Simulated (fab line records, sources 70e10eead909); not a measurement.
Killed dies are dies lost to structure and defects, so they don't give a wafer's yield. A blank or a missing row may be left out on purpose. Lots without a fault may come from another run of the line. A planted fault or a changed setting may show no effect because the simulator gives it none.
fab line records | flow nand_harc
record lots=24 wafers=72 last_day=33
route steps=1302 shown A_STAIRCASE@679
lots that met no fault: from a run of the same line without faults
start_h: hours from the record's first day to the start of the lot's first wafer shown | wait_h: hours since the lot's step before | " the same as in the row above | L1.1+2: a row that stands for several wafers | - no value, or no start given | * or withheld: withheld | < > ~ a bound
route shown NAME@n: a module of which the file shows steps, and the number in the route of the first | usual: mean/standard deviation of fault-free wafers | same: alike in all rows | chamber/n: place in a boat | sites: the reading at each site | _std_site: their standard deviation | _edge_site: outer sites' mean less inner sites' | radius_mm: how far each site lies from the wafer's centre | mask NAME#n: copy n | behind: the tool/chamber that last shaped the wafer | hold: why the lot was held/for how many hours/how that ended | device: the transistor (n, p or np) that didn't switch | end of line: the same wafers' tests at the end of the route | a step without rows: its recipe alone | killed: dies lost to structure and defects at the first sort, not the wafer's yield | map: a wafer's dies, x killed, . not, _ none there
set.NAME: the setting as run; set.NAME@STEP: as run at that earlier step | model.NAME: the simulator's own value behind a step, which no gauge read
steps of the route over a sample of lots; a table a step, a row a wafer
services: from which hour (start_h, from the record's first day; less than 0 if before it) a tool's chamber was out of use, for how many hours, and why
## steps
# step NHARC_A_STAIRCASE_TRIM_22
# recipe time_s=211.2 o2_flow_sccm=500 ar_flow_sccm=0 bias_w=0 chemistry=O2
# usual drypump_motor_current_A=5.6/0.48 oes_product_au=0.997/0.0095 rf_vpp_V=57.9/0.89 showerhead_plenum_p_Torr=3.59/0.14 throttle_valve_pct=17.036/0.0086
# same time_s=211.2
# columns lot.wafer tool chamber start_h wait_h drypump_motor_current_A oes_product_au rf_hours_counter_h rf_vpp_V showerhead_plenum_p_Torr throttle_valve_pct
L074.2 rie_diel-02 3 - - 5.1 0.980 41 57.6 3.52 17.043
L074.3 " 1 " " 5.7 0.997 43 57.6 3.27 17.036
L074.6 " 0 " " 6.5 1.003 - 58.4 3.67 17.033
L075.4 rie_diel-02 0 - - 6.4 1.002 42 58.5 3.67 17.035
L075.3 " 3 " " 5.1 0.989 46 58.0 3.52 17.039
L075.6 " 0 " " 6.4 1.000 - 58.4 3.67 17.031
L077.1 rie_diel-04 2 - - 4.9 1.000 5 58.2 3.59 17.036
L077.5 " 3 " " 5.6 1.002 - 58.7 3.77 17.035
L077.4 " 0 " " 5.3 0.996 - 58.2 3.66 17.047
L076.1 rie_diel-02 3 - - 5.1 0.982 54 57.6 3.51 17.049
L076.5 " 0 " " 6.4 1.003 - 59.1 3.67 17.046
L076.6 " 1 " " 5.7 0.992 - 57.8 3.27 17.040
L079.1 rie_diel-04 2 - - 4.8 1.004 11 57.9 3.58 17.043
L079.4 " 2 " " 4.8 1.002 - 57.0 3.58 17.032
L079.6 " 3 " " 5.6 0.998 - 57.4 3.77 17.032
L078.3 rie_diel-13 0 - - 5.5 1.012 20 58.8 3.63 17.028
L078.1 " 1 " " 6.1 1.004 22 57.9 3.80 17.032
L078.5 " 3 " " 5.3 0.985 - 56.8 3.58 17.031
L080.2 rie_diel-02 0 - - 6.4 1.000 9 58.2 3.66 17.032
L080.1 " 2 " " 5.3 0.976 6 56.4 3.47 17.047
L080.5 " 3 " " 5.1 0.994 - 56.6 3.51 17.046
L082.3 rie_diel-13 2 - - 6.0 0.989 29 57.4 3.50 17.030
L082.1 " 0 " " 5.5 0.990 32 58.4 3.62 17.041
L082.6 " 1 " " 6.1 1.007 - 58.6 3.79 17.022
L081.4 rie_diel-04 0 - - 5.3 0.990 25 56.3 3.65 17.030
L081.1 " 2 " " 4.8 1.009 22 59.3 3.58 17.025
L081.6 " 1 " " 6.0 1.018 - 59.0 3.28 17.024
L083.2 rie_diel-02 3 - - 5.1 0.998 16 58.0 3.50 17.048
L083.4 " 0 " " 6.4 0.982 16 58.0 3.65 17.019
L083.3 " 1 " " 5.7 0.983 18 58.4 3.80 17.025
L084.2 rie_diel-13 3 - - 5.2 1.001 35 58.3 3.57 17.034
L084.1 " 2 " " 6.1 1.000 39 55.9 3.49 17.038
L084.6 " 3 " " 5.2 0.992 - 57.9 3.57 17.030
L085.3 rie_diel-02 3 - - 5.1 1.002 20 58.2 3.50 17.044
L085.5 " 2 " " 5.3 0.996 - 56.7 3.46 17.031
L085.4 " 3 " " 5.1 0.989 - 57.7 3.50 17.050
L087.1 rie_diel-04 3 - - 5.5 1.000 34 57.1 3.76 17.021
L087.6 " 0 " " 5.3 0.989 - 56.5 3.65 17.048
L087.5 " 1 " " 6.0 1.019 - 57.2 3.27 17.032
L086.4 rie_diel-13 0 - - 5.5 1.002 43 57.0 3.61 17.040
L086.6 " 2 " " 6.0 0.997 - 56.4 3.49 17.049
L086.5 " 3 " " 5.2 0.996 - 58.4 3.57 17.023
L089.2 rie_diel-02 3 - - 5.1 0.990 32 56.8 3.49 17.037
L089.5 " 0 " " 6.4 1.001 - 57.3 3.64 17.030
L089.6 " 3 " " 5.1 0.996 - 57.6 3.49 17.024
L088.1 rie_diel-02 3 - - 5.1 0.999 33 57.8 3.49 17.039
L088.6 " 0 " " 6.4 0.998 - 58.0 3.64 17.023
L088.4 " 1 " " 5.7 0.980 - 57.8 3.79 17.037
L090.4 rie_diel-04 2 - - 4.8 1.001 41 57.4 3.57 17.043
L090.1 " 3 " " 5.6 0.992 46 59.5 3.75 17.030
L090.5 " 2 " " 4.8 0.999 - 56.9 3.57 17.042
L091.1 rie_diel-02 1 - - 5.7 0.984 44 59.4 3.78 17.035
L091.3 " 2 " " 5.3 0.983 41 56.8 3.45 17.055
L091.4 " 1 " " 5.7 0.976 - 58.3 3.78 17.043
L092.3 rie_diel-13 3 - - 5.2 1.008 4 59.1 3.56 17.019
L092.2 " 0 " " 5.5 1.001 6 57.8 3.60 17.060
L092.4 " 1 " " 6.1 0.997 6 58.0 3.77 17.030
L093.2 rie_diel-02 2 - - 5.3 0.992 57 58.0 3.44 17.033
L093.4 " 2 " " 5.3 0.995 - 58.4 3.44 17.031
L093.6 " 1 " " 5.7 0.985 - 58.6 3.77 17.039
L094.1 rie_diel-04 1 - - 6.0 1.002 5 57.8 3.81 17.029
L094.4 " 2 " " 4.8 1.007 1 59.1 3.56 17.030
L094.6 " 2 " " 4.8 1.001 - 57.5 3.56 17.049
L097.3 rie_diel-04 2 - - 4.8 1.006 10 59.3 3.56 17.040
L097.1 " 3 " " 5.6 0.983 15 58.4 3.74 17.043
L097.2 " 1 " " 6.0 1.012 12 59.8 3.80 17.033
L095.2 rie_diel-13 3 - - 5.2 1.010 21 56.9 3.55 17.050
L095.6 " 2 " " 6.1 1.009 - 58.1 3.47 17.043
L095.5 " 3 " " 5.2 1.013 - 59.3 3.55 17.038
L096.3 rie_diel-13 3 - - 5.2 1.008 23 56.7 3.55 17.030
L096.1 " 1 " " 6.1 0.993 16 58.1 3.76 17.044
L096.6 " 0 " " 5.5 1.001 - 59.1 3.59 17.042
# step NHARC_A_STAIRCASE_TRIM_24
# recipe time_s=211.2 o2_flow_sccm=500 ar_flow_sccm=0 bias_w=0 chemistry=O2
# usual drypump_motor_current_A=5.6/0.45 oes_product_au=0.996/0.011 rf_vpp_V=57.9/0.96 showerhead_plenum_p_Torr=3.60/0.14 throttle_valve_pct=17.037/0.0089
# same time_s=211.2
# columns lot.wafer tool chamber start_h wait_h drypump_motor_current_A oes_product_au rf_hours_counter_h rf_vpp_V showerhead_plenum_p_Torr throttle_valve_pct
L074.2 rie_diel-02 2 - - 5.3 0.987 44 57.3 3.48 17.042
L074.3 " 0 " " 6.4 1.005 37 57.3 3.67 17.045
L074.6 " 2 " " 5.3 0.980 - 57.7 3.48 17.025
L075.3 rie_diel-02 3 - - 5.1 0.985 46 57.6 3.52 17.023
L075.4 " 1 " " 5.7 0.986 48 57.1 3.27 17.033
L075.6 " 2 " " 5.3 1.005 - 57.8 3.48 17.035
L077.1 rie_diel-04 3 - - 5.6 1.007 5 59.4 3.77 17.037
L077.5 " 2 " " 4.8 1.003 - 58.7 3.59 17.051
L077.4 " 0 " " 5.3 1.000 - 58.4 3.66 17.027
L076.1 rie_diel-02 3 - - 5.1 0.978 54 55.5 3.51 17.036
L076.5 " 1 " " 5.7 0.993 - 57.5 3.27 17.031
L076.6 " 3 " " 5.1 0.981 - 57.7 3.51 17.027
L079.1 rie_diel-04 2 - - 4.8 0.999 11 56.4 3.58 17.037
L079.4 " 3 " " 5.6 1.008 - 58.6 3.77 17.041
L079.6 " 0 " " 5.3 0.987 - 58.3 3.66 17.032
L078.1 rie_diel-13 3 - - 5.2 1.000 18 56.9 3.58 17.007
L078.3 " 2 " " 6.1 1.011 20 59.5 3.50 17.035
L078.5 " 0 " " 5.5 0.992 - 58.3 3.62 17.022
L080.1 rie_diel-02 1 - - 5.7 0.986 9 58.9 3.80 17.040
L080.2 " 2 " " 5.3 0.995 6 56.9 3.47 17.033
L080.5 " 1 " " 5.7 0.981 - 59.3 3.80 17.039
L082.3 rie_diel-13 3 - - 5.2 1.007 28 59.0 3.57 17.038
L082.1 " 1 " " 6.1 1.000 33 58.0 3.79 17.029
L082.6 " 2 " " 6.1 1.005 - 57.5 3.50 17.039
L081.4 rie_diel-04 1 - - 6.0 1.014 16 57.1 3.28 17.036
L081.1 " 0 " " 5.3 0.991 26 57.9 3.65 17.027
L081.6 " 1 " " 6.0 1.014 - 57.0 3.28 17.043
L083.2 rie_diel-02 2 - - 5.3 0.982 18 57.1 3.46 17.042
L083.3 " 0 " " 6.4 0.987 16 57.5 3.65 17.049
L083.4 " 1 " " 5.7 0.975 18 59.7 3.80 17.042
L084.2 rie_diel-13 2 - - 6.1 0.999 39 58.1 3.49 17.032
L084.1 " 0 " " 5.5 0.998 39 57.9 3.61 17.042
L084.6 " 2 " " 6.1 1.012 - 58.9 3.49 17.059
L085.3 rie_diel-02 2 - - 5.3 0.985 23 57.6 3.46 17.043
L085.4 " 3 " " 5.1 0.994 - 58.4 3.50 17.025
L085.5 " 2 " " 5.3 0.983 - 57.3 3.46 17.031
L087.1 rie_diel-04 2 - - 4.8 0.999 29 57.2 3.57 17.035
L087.6 " 3 " " 5.6 1.009 - 59.0 3.76 17.049
L087.5 " 0 " " 5.3 0.989 - 57.4 3.65 17.027
L086.4 rie_diel-13 1 - - 6.1 0.992 47 59.8 3.78 17.022
L086.6 " 3 " " 5.2 1.003 - 57.9 3.57 17.023
L086.5 " 0 " " 5.5 0.997 - 57.7 3.61 17.037
L089.2 rie_diel-02 3 - - 5.1 0.995 32 58.0 3.49 17.039
L089.5 " 3 " " 5.1 0.995 - 57.6 3.49 17.034
L089.6 " 0 " " 6.4 0.990 - 57.6 3.64 17.034
L088.1 rie_diel-02 1 - - 5.7 0.975 32 58.0 3.79 17.024
L088.6 " 0 " " 6.4 0.984 - 58.6 3.64 17.035
L088.4 " 1 " " 5.7 0.984 - 57.1 3.79 17.043
L090.1 rie_diel-04 0 - - 5.4 0.984 47 57.0 3.64 17.040
L090.4 " 2 " " 4.8 0.996 41 57.2 3.57 17.041
L090.5 " 1 " " 6.0 1.015 - 57.7 3.26 17.049
L091.3 rie_diel-02 1 - - 5.7 0.987 44 58.0 3.78 17.045
L091.1 " 0 " " 6.4 0.999 45 57.4 3.64 17.028
L091.4 " 2 " " 5.3 0.992 - 56.7 3.45 17.031
L092.3 rie_diel-13 0 - - 5.5 0.992 7 57.7 3.60 17.039
L092.2 " 1 " " 6.0 0.984 8 59.8 3.77 17.028
L092.4 " 3 " " 5.3 1.008 5 57.1 3.56 17.020
L093.2 rie_diel-02 0 - - 6.4 0.996 54 56.5 3.63 17.041
L093.4 " 0 " " 6.4 0.982 - 57.0 3.63 17.040
L093.6 " 2 " " 5.3 0.989 - 58.4 3.44 17.040
L094.4 rie_diel-04 1 - - 6.0 0.995 5 58.4 3.81 17.035
L094.1 " 2 " " 4.8 1.002 1 58.2 3.56 17.049
L094.6 " 0 " " 5.3 0.988 - 57.9 3.63 17.033
L097.2 rie_diel-04 1 - - 6.0 1.008 12 57.7 3.80 17.026
L097.1 " 3 " " 5.6 0.985 15 58.5 3.74 17.019
L097.3 " 0 " " 5.3 0.995 14 57.6 3.63 17.042
L095.2 rie_diel-13 3 - - 5.3 1.007 21 57.3 3.55 17.034
L095.5 " 0 " " 5.5 1.010 - 56.9 3.60 17.040
L095.6 " 1 " " 6.1 1.009 - 57.7 3.77 17.051
L096.3 rie_diel-13 0 - - 5.5 1.000 18 59.5 3.59 17.033
L096.1 " 1 " " 6.1 0.997 16 58.7 3.76 17.025
L096.6 " 3 " " 5.2 1.000 - 57.5 3.55 17.034
# step NHARC_A_STAIRCASE_ETCH_25
# recipe target_depth_a=1000 time_s=40.5 ion_energy_ev=400 c4f8_flow_sccm=20 o2_flow_sccm=10 ar_flow_sccm=withheld rf_w=600 bias_w=1000 chemistry=C4F8/O2
# usual oes_product_au=0.940/0.013 rf_vpp_V=899/4.9
# same time_s=40.5
# columns lot.wafer tool chamber start_h wait_h oes_product_au rf_hours_counter_h rf_vpp_V
L074.2 rie_diel-02 3 - - 0.932 41 896
L074.3 " 1 " " 0.915 44 886
L074.6 " 0 " " 0.942 - 900
L075.4 rie_diel-02 0 - - 0.959 42 902
L075.3 " 1 " " 0.941 48 886
L075.6 " 1 " " 0.946 - 887
L077.1 rie_diel-04 0 - - 0.934 5 901
L077.5 " 0 " " 0.942 - 899
L077.4 " 2 " " 0.944 - 899
L076.1 rie_diel-02 1 - - 0.936 54 886
L076.5 " 1 " " 0.951 - 887
L076.6 " 0 " " 0.960 - 900
L079.1 rie_diel-04 2 - - 0.961 11 898
L079.4 " 3 " " 0.950 - 905
L079.6 " 0 " " 0.938 - 900
L078.1 rie_diel-13 2 - - 0.957 20 896
L078.3 " 3 " " 0.951 18 898
L078.5 " 1 " " 0.950 - 905
L080.1 rie_diel-02 0 - - 0.938 9 900
L080.2 " 1 " " 0.933 9 906
L080.5 " 0 " " 0.942 - 901
L082.3 rie_diel-13 2 - - 0.944 29 896
L082.1 " 3 " " 0.933 28 897
L082.6 " 2 " " 0.929 - 896
L081.4 rie_diel-04 3 - - 0.978 25 903
L081.1 " 2 " " 0.958 22 897
L081.6 " 0 " " 0.951 - 900
L083.4 rie_diel-02 1 - - 0.923 20 906
L083.2 " 3 " " 0.913 17 895
L083.3 " 0 " " 0.903 17 900
L085.3 rie_diel-02 2 - - 0.937 23 894
L085.5 " 2 " " 0.938 - 894
L085.4 " 3 " " 0.944 - 895
L084.2 rie_diel-13 0 - - 0.947 41 901
L084.1 " 1 " " 0.950 43 905
L084.6 " 2 " " 0.947 - 894
L087.1 rie_diel-04 3 - - 0.954 34 904
L087.5 " 1 " " 0.977 - 886
L087.6 " 2 " " 0.960 - 898
L086.4 rie_diel-13 1 - - 0.951 47 904
L086.6 " 0 " " 0.948 - 898
L086.5 " 1 " " 0.956 - 906
L089.2 rie_diel-02 3 - - 0.944 33 895
L089.6 " 1 " " 0.934 - 905
L089.5 " 3 " " 0.939 - 892
L088.1 rie_diel-02 3 - - 0.944 33 894
L088.4 " 3 " " 0.946 - 894
L088.6 " 0 " " 0.937 - 899
L090.1 rie_diel-04 1 - - 0.961 36 887
L090.4 " 2 " " 0.941 41 898
L090.5 " 3 " " 0.951 - 905
L091.1 rie_diel-02 2 - - 0.929 42 894
L091.3 " 0 " " 0.939 45 897
L091.4 " 1 " " 0.921 - 905
L092.3 rie_diel-13 3 - - 0.927 5 898
L092.2 " 0 " " 0.937 7 898
L092.4 " 1 " " 0.927 8 906
L093.2 rie_diel-02 0 - - 0.933 54 900
L093.4 " 2 " " 0.930 - 893
L093.6 " 1 " " 0.931 - 905
L094.4 rie_diel-04 0 - - 0.917 5 901
L094.1 " 1 " " 0.939 5 906
L094.6 " 3 " " 0.938 - 903
L097.3 rie_diel-04 3 - - 0.925 16 903
L097.2 " 0 " " 0.918 14 898
L097.1 " 2 " " 0.941 10 896
L095.2 rie_diel-13 3 - - 0.961 21 896
L095.5 " 1 " " 0.953 - 904
L095.6 " 2 " " 0.962 - 895
L096.3 rie_diel-13 0 - - 0.947 18 899
L096.1 " 1 " " 0.947 16 903
L096.6 " 3 " " 0.939 - 897
# step NHARC_A_STAIRCASE_ETCH_27
# recipe target_depth_a=1000 time_s=40.5 ion_energy_ev=400 c4f8_flow_sccm=20 o2_flow_sccm=10 ar_flow_sccm=withheld rf_w=600 bias_w=1000 chemistry=C4F8/O2
# usual oes_product_au=0.940/0.012 rf_vpp_V=899/5
# same time_s=40.5
# columns lot.wafer tool chamber start_h wait_h oes_product_au rf_hours_counter_h rf_vpp_V
L074.2 rie_diel-02 1 - - 0.940 44 884
L074.3 " 2 " " 0.932 44 894
L074.6 " 0 " " 0.941 - 902
L075.3 rie_diel-02 0 - - 0.941 42 900
L075.4 " 2 " " 0.948 50 893
L075.6 " 0 " " 0.941 - 902
L077.1 rie_diel-04 3 - - 0.942 5 904
L077.4 " 3 " " 0.941 - 905
L077.5 " 0 " " 0.941 - 901
L076.1 rie_diel-02 1 - - 0.934 55 886
L076.6 " 0 " " 0.941 - 901
L076.5 " 1 " " 0.923 - 886
L079.1 rie_diel-04 2 - - 0.936 12 898
L079.4 " 2 " " 0.938 - 896
L079.6 " 0 " " 0.923 - 900
L078.3 rie_diel-13 1 - - 0.963 22 905
L078.1 " 2 " " 0.961 20 896
L078.5 " 0 " " 0.948 - 898
L080.1 rie_diel-02 2 - - 0.907 7 893
L080.2 " 3 " " 0.921 7 896
L080.5 " 0 " " 0.925 - 900
L082.1 rie_diel-13 1 - - 0.934 33 906
L082.3 " 0 " " 0.937 32 898
L082.6 " 2 " " 0.943 - 894
L081.1 rie_diel-04 3 - - 0.961 25 905
L081.4 " 0 " " 0.940 26 902
L081.6 " 0 " " 0.952 - 901
L083.4 rie_diel-02 1 - - 0.933 20 907
L083.2 " 2 " " 0.933 20 894
L083.3 " 0 " " 0.930 17 900
L085.3 rie_diel-02 3 - - 0.932 20 896
L085.5 " 2 " " 0.939 - 895
L085.4 " 0 " " 0.931 - 899
L084.2 rie_diel-13 2 - - 0.944 40 894
L084.1 " 3 " " 0.944 37 898
L084.6 " 2 " " 0.957 - 895
L087.1 rie_diel-04 3 - - 0.957 34 905
L087.6 " 3 " " 0.954 - 903
L087.5 " 0 " " 0.944 - 900
L086.4 rie_diel-13 2 - - 0.951 43 895
L086.5 " 3 " " 0.953 - 897
L086.6 " 0 " " 0.954 - 899
L089.2 rie_diel-02 0 - - 0.944 34 900
L089.5 " 0 " " 0.936 - 902
L089.6 " 1 " " 0.934 - 905
L088.1 rie_diel-02 0 - - 0.941 34 900
L088.6 " 3 " " 0.934 - 894
L088.4 " 0 " " 0.935 - 900
L090.1 rie_diel-04 1 - - 0.950 36 887
L090.4 " 2 " " 0.940 41 898
L090.5 " 0 " " 0.927 - 899
L091.3 rie_diel-02 1 - - 0.924 44 904
L091.1 " 2 " " 0.936 42 892
L091.4 " 0 " " 0.936 - 900
L092.4 rie_diel-13 0 - - 0.948 7 900
L092.3 " 1 " " 0.939 8 905
L092.2 " 3 " " 0.952 5 898
L093.2 rie_diel-02 1 - - 0.921 60 905
L093.4 " 1 " " 0.925 - 906
L093.6 " 2 " " 0.932 - 893
L094.1 rie_diel-04 2 - - 0.949 1 896
L094.4 " 3 " " 0.933 5 904
L094.6 " 0 " " 0.930 - 899
L095.2 rie_diel-13 3 - - 0.949 21 897
L095.5 " 0 " " 0.953 - 897
L095.6 " 1 " " 0.928 - 905
L097.2 rie_diel-04 3 - - 0.948 16 903
L097.1 " 0 " " 0.943 14 899
L097.3 " 1 " " 0.949 12 905
L096.3 rie_diel-13 3 - - 0.938 24 896
L096.1 " 0 " " 0.948 18 900
L096.6 " 3 " " 0.944 - 897
# step NHARC_A_STAIRCASE_TRIM_189
# recipe time_s=211.2 o2_flow_sccm=500 ar_flow_sccm=0 bias_w=0 chemistry=O2
# usual drypump_motor_current_A=5.6/0.45 oes_product_au=0.999/0.011 rf_vpp_V=58.0/0.84 showerhead_plenum_p_Torr=3.60/0.15 throttle_valve_pct=17.038/0.0088
# same time_s=211.2
# columns lot.wafer tool chamber start_h wait_h drypump_motor_current_A oes_product_au rf_hours_counter_h rf_vpp_V showerhead_plenum_p_Torr throttle_valve_pct
L074.2 rie_diel-02 2 - - 5.3 1.000 45 56.8 3.48 17.038
L074.3 " 0 " " 6.4 1.006 38 58.0 3.67 17.028
L074.6 " 3 " " 5.1 0.978 - 56.4 3.52 17.057
L075.4 rie_diel-13 1 - - 6.1 1.017 6 58.5 3.80 17.023
L075.3 " 0 " " 5.5 1.007 6 58.7 3.63 17.027
L075.6 " 2 " " 6.0 1.017 - 57.1 3.51 17.032
L077.1 rie_diel-02 1 - - 5.7 0.999 55 57.3 3.27 17.035
L077.5 " 3 " " 5.1 0.975 - 57.0 3.51 17.033
L077.4 " 0 " " 6.4 1.009 - 58.4 3.67 17.035
L076.1 rie_diel-04 0 - - 5.3 0.999 5 57.5 3.66 17.050
L076.6 " 2 " " 4.9 0.995 - 57.5 3.59 17.034
L076.5 " 3 " " 5.5 0.996 - 58.1 3.77 17.033
L079.1 rie_diel-02 0 - - 6.4 0.999 3 58.2 3.66 17.031
L079.4 " 2 " " 5.3 0.984 2 58.3 3.47 17.039
L079.6 " 1 " " 5.7 0.991 - 60.2 3.81 17.031
L078.3 rie_diel-04 3 - - 5.6 1.003 11 59.3 3.77 17.049
L078.1 " 0 " " 5.3 1.003 10 58.3 3.66 17.038
L078.5 " 3 " " 5.5 1.001 - 58.2 3.77 17.041
L080.1 rie_diel-04 3 - - 5.6 0.991 20 57.9 3.76 17.032
L080.2 " 2 " " 4.9 1.003 18 57.6 3.58 17.025
L080.5 " 3 " " 5.6 1.001 - 57.4 3.76 17.029
L082.1 rie_diel-04 3 - - 5.6 1.005 23 57.7 3.76 17.033
L082.3 " 1 " " 6.0 1.010 15 56.8 3.28 17.027
L082.6 " 2 " " 4.8 1.001 - 57.0 3.58 17.034
L081.4 rie_diel-04 0 - - 5.3 0.994 26 56.8 3.65 17.039
L081.1 " 1 " " 6.0 1.014 17 58.2 3.28 17.048
L081.6 " 0 " " 5.3 0.993 - 59.2 3.65 17.037
L083.4 rie_diel-04 0 - - 5.3 0.989 30 55.0 3.65 17.046
L083.3 " 1 " " 6.0 1.009 19 56.3 3.27 17.034
L083.2 " 2 " " 4.8 0.999 25 58.5 3.58 17.024
L085.3 rie_diel-04 2 - - 4.9 1.001 27 57.7 3.57 17.048
L085.4 " 0 " " 5.3 0.995 33 58.6 3.65 17.042
L085.5 " 2 " " 4.9 0.990 - 58.6 3.57 17.042
L084.1 rie_diel-13 3 - - 5.3 1.002 37 56.7 3.57 17.038
L084.2 " 2 " " 6.1 0.999 40 56.8 3.49 17.038
L084.6 " 0 " " 5.5 0.996 - 57.8 3.61 17.038
L087.1 rie_diel-02 3 - - 5.1 0.996 23 57.8 3.50 17.036
L087.6 " 3 " " 5.1 1.002 - 59.0 3.50 17.033
L087.5 " 0 " " 6.4 1.000 - 57.4 3.65 17.040
L086.4 rie_diel-13 1 - - 6.1 1.000 47 59.1 3.78 17.044
L086.6 " 3 " " 5.2 0.998 - 57.7 3.57 17.038
L086.5 " 0 " " 5.5 1.011 - 59.2 3.61 17.042
L089.2 rie_diel-02 2 - - 5.3 0.988 32 56.8 3.46 17.043
L089.6 " 1 " " 5.7 0.979 - 57.9 3.79 17.040
L089.5 " 2 " " 5.3 0.992 - 57.7 3.46 17.041
L088.1 rie_diel-02 2 - - 5.3 0.988 33 57.1 3.46 17.031
L088.4 " 0 " " 6.4 0.994 35 57.4 3.64 17.032
L088.6 " 2 " " 5.3 0.996 - 57.5 3.46 17.027
L090.1 rie_diel-02 1 - - 5.7 0.985 44 59.7 3.78 17.023
L090.4 " 1 " " 5.7 0.977 - 59.1 3.78 17.038
L090.5 " 0 " " 6.4 0.995 - 58.1 3.64 17.034
L091.4 rie_diel-04 2 - - 4.9 0.999 42 58.2 3.57 17.055
L091.3 " 3 " " 5.6 0.999 47 59.5 3.75 17.049
L091.1 " 0 " " 5.3 0.984 47 58.6 3.64 17.045
L092.3 rie_diel-04 0 - - 5.3 0.987 0 56.8 3.64 17.017
L092.2 " 3 " " 5.6 0.998 0 58.6 3.75 17.037
L092.4 " 0 " " 5.3 0.978 - 58.6 3.64 17.038
L093.2 rie_diel-13 3 - - 5.2 1.019 7 57.7 3.56 17.038
L093.4 " 2 " " 6.1 1.002 - 58.5 3.48 17.047
L093.6 " 2 " " 6.1 0.999 - 58.2 3.48 17.049
L094.1 rie_diel-02 0 - - 6.4 0.993 56 58.2 3.63 17.050
L094.4 " 0 " " 6.4 0.994 - 59.9 3.63 17.034
L094.6 " 1 " " 5.7 0.975 - 57.3 3.77 17.051
L095.2 rie_diel-13 2 - - 6.1 1.003 21 57.7 3.47 17.045
L095.6 " 0 " " 5.5 1.010 - 58.9 3.59 17.033
L095.5 " 1 " " 6.1 1.002 - 59.0 3.76 17.041
L097.2 rie_diel-04 0 - - 5.4 0.991 15 58.2 3.63 17.065
L097.3 " 1 " " 6.0 1.013 13 59.2 3.80 17.022
L097.1 " 2 " " 4.8 1.007 11 58.3 3.56 17.048
L096.1 rie_diel-02 3 - - 5.1 0.985 0 57.2 3.49 17.043
L096.3 " 0 " " 6.4 1.007 0 58.2 3.63 17.035
L096.6 " 2 " " 5.3 1.001 - 58.9 3.44 17.049
# step NHARC_A_STAIRCASE_ETCH_234
# recipe target_depth_a=1000 time_s=40.5 ion_energy_ev=400 c4f8_flow_sccm=20 o2_flow_sccm=10 ar_flow_sccm=withheld rf_w=600 bias_w=1000 chemistry=C4F8/O2
# usual oes_product_au=0.945/0.012 rf_vpp_V=898/5.8
# same time_s=40.5
# columns lot.wafer tool chamber start_h wait_h oes_product_au rf_hours_counter_h rf_vpp_V
L074.2 rie_diel-02 0 - - 0.947 40 901
L074.3 " 1 " " 0.946 46 887
L074.6 " 3 " " 0.926 - 895
L075.4 rie_diel-02 1 - - 0.946 51 886
L075.3 " 3 " " 0.933 49 896
L075.6 " 0 " " 0.954 - 899
L077.4 rie_diel-04 2 - - 0.945 7 897
L077.1 " 0 " " 0.943 6 901
L077.5 " 2 " " 0.946 - 898
L076.1 rie_diel-02 3 - - 0.944 57 895
L076.6 " 0 " " 0.963 - 901
L076.5 " 1 " " 0.949 - 886
L079.4 rie_diel-04 3 - - 0.947 13 906
L079.1 " 0 " " 0.949 12 902
L079.6 " 1 " " 0.958 - 886
L078.1 rie_diel-13 1 - - 0.952 25 905
L078.3 " 2 " " 0.961 23 895
L078.5 " 1 " " 0.951 - 905
L080.1 rie_diel-04 1 - - 0.950 15 886
L080.2 " 2 " " 0.951 20 897
L080.5 " 3 " " 0.952 - 904
L082.1 rie_diel-02 3 - - 0.947 15 895
L082.3 " 0 " " 0.946 15 901
L082.6 " 3 " " 0.931 - 895
L081.4 rie_diel-02 3 - - 0.945 18 896
L081.1 " 0 " " 0.928 18 901
L081.6 " 1 " " 0.958 - 904
L083.2 rie_diel-04 1 - - 0.969 20 887
L083.4 " 2 " " 0.946 26 899
L083.3 " 0 " " 0.929 32 901
L085.4 rie_diel-04 0 - - 0.936 35 899
L085.3 " 1 " " 0.966 24 886
L085.5 " 3 " " 0.965 - 904
L084.1 rie_diel-13 0 - - 0.966 44 899
L084.2 " 1 " " 0.954 47 907
L084.6 " 0 " " 0.967 - 899
L087.1 rie_diel-04 3 - - 0.958 36 904
L087.6 " 1 " " 0.961 - 886
L087.5 " 2 " " 0.957 - 896
L086.4 rie_diel-13 1 - - 0.938 49 906
L086.6 " 0 " " 0.951 - 898
L086.5 " 1 " " 0.945 - 905
L089.2 rie_diel-02 2 - - 0.939 35 893
L089.6 " 2 " " 0.942 - 892
L089.5 " 3 " " 0.960 - 894
L088.1 rie_diel-13 2 - - 0.930 51 895
L088.4 " 1 " " 0.934 - 905
L088.6 " 2 " " 0.935 - 894
L090.1 rie_diel-04 3 - - 0.939 51 904
L090.4 " 1 " " 0.958 - 887
L090.5 " 3 " " 0.942 - 903
L091.1 rie_diel-04 1 - - 0.950 43 887
L091.3 " 0 " " 0.925 54 901
L091.4 " 3 " " 0.941 - 904
L092.3 rie_diel-04 1 - - 0.947 7 905
L092.4 " 2 " " 0.940 3 896
L092.2 " 3 " " 0.925 7 905
L093.2 rie_diel-02 1 - - 0.919 64 905
L093.6 " 0 " " 0.936 - 901
L093.4 " 1 " " 0.925 - 906
L094.1 rie_diel-02 3 - - 0.945 44 895
L094.4 " 1 " " 0.937 66 904
L094.6 " 0 " " 0.937 - 900
L095.2 rie_diel-04 2 - - 0.937 13 897
L095.5 " 2 " " 0.931 - 897
L095.6 " 3 " " 0.932 - 904
L097.1 rie_diel-04 3 - - 0.935 19 904
L097.2 " 0 " " 0.928 18 901
L097.3 " 2 " " 0.950 14 897
L096.1 rie_diel-02 0 - - 0.954 2 899
L096.3 " 1 " " 0.956 2 905
L096.6 " 1 " " 0.950 - 905
## services
# columns tool chamber start_h hours kind
rie_diel-02 0 324.99 - clean
rie_diel-02 1 324.99 - clean
rie_diel-02 2 324.99 - clean
rie_diel-02 3 324.99 - clean
rie_diel-13 2 330.26 4.8 repair
rie_diel-13 - 342.21 9.0 pm
rie_diel-02 0 349.49 - clean
rie_diel-02 1 349.49 - clean
rie_diel-02 2 349.49 - clean
rie_diel-04 - 355.05 9.0 pm
rie_diel-04 1 373.40 9.3 repair
rie_diel-02 2 377.30 7.1 repair
rie_diel-02 - 394.62 9.0 pm
rie_diel-02 1 456.38 13.6 repair
rie_diel-02 2 484.70 7.0 repair
rie_diel-13 3 494.61 6.4 repair
rie_diel-02 - 500.91 1.5 repair
rie_diel-02 3 511.44 34.3 repair
rie_diel-13 - 519.67 9.0 pm
rie_diel-04 2 526.64 16.0 repair
rie_diel-04 - 532.05 9.0 pm
rie_diel-13 1 543.97 16.4 repair
rie_diel-13 0 554.60 2.5 repair
rie_diel-02 - 571.62 9.0 pm
## key
fault none
